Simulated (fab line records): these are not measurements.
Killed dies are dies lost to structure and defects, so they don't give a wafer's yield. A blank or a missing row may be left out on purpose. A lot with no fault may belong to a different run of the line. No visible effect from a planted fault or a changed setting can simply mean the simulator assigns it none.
Matching of chambers -- flow nand harc -- NHARC_A_STAIRCASE_DEP_417 on pecvd-01: 3 sister chambers
The step deposits Si3N4, target thk 60 nm. 3 wafers are shown with their chamber, then 9 later ones without.

== WAFERS WITH THEIR CHAMBER ==
wafer,chamber,heater power w (W)
L081.2,1,870
L081.3,0,772
L081.6,2,615

== WAFERS MISSING THEIR CHAMBER ==
wafer,heater power w (W)
L083.3,592
L083.5,604
L083.6,754
L088.3,853
L088.4,839
L088.6,585
L090.3,843
L090.4,638
L090.5,828

== CHAMBER TAKEN BY EACH ==
wafer,from the rows above,in truth
L083.3,2,2
L083.5,2,2
L083.6,0,0
L088.3,1,1
L088.4,can't be placed: 1 or 0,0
L088.6,2,2
L090.3,can't be placed: 1 or 0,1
L090.4,2,2
L090.5,can't be placed: 1 or 0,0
6 of 9 placed correctly. Not placeable from these rows: 3 (in 3, the candidates include the true chamber). Number placed wrongly: 0.
How it was worked out, from the rows above alone: a wafer's distance from a chamber is the root of the sum, over the readings, of the square of ((its reading less the chamber's mean) divided by the reading's scatter). The wafer belongs to the nearest chamber; if the next one is less than 2 further off, it can't be placed. Each chamber's mean is taken over the wafers shown for it. The scatter (one wafer shown for each chamber): square how far every hidden wafer sits from the nearest shown wafer, average those squares and take the square root.
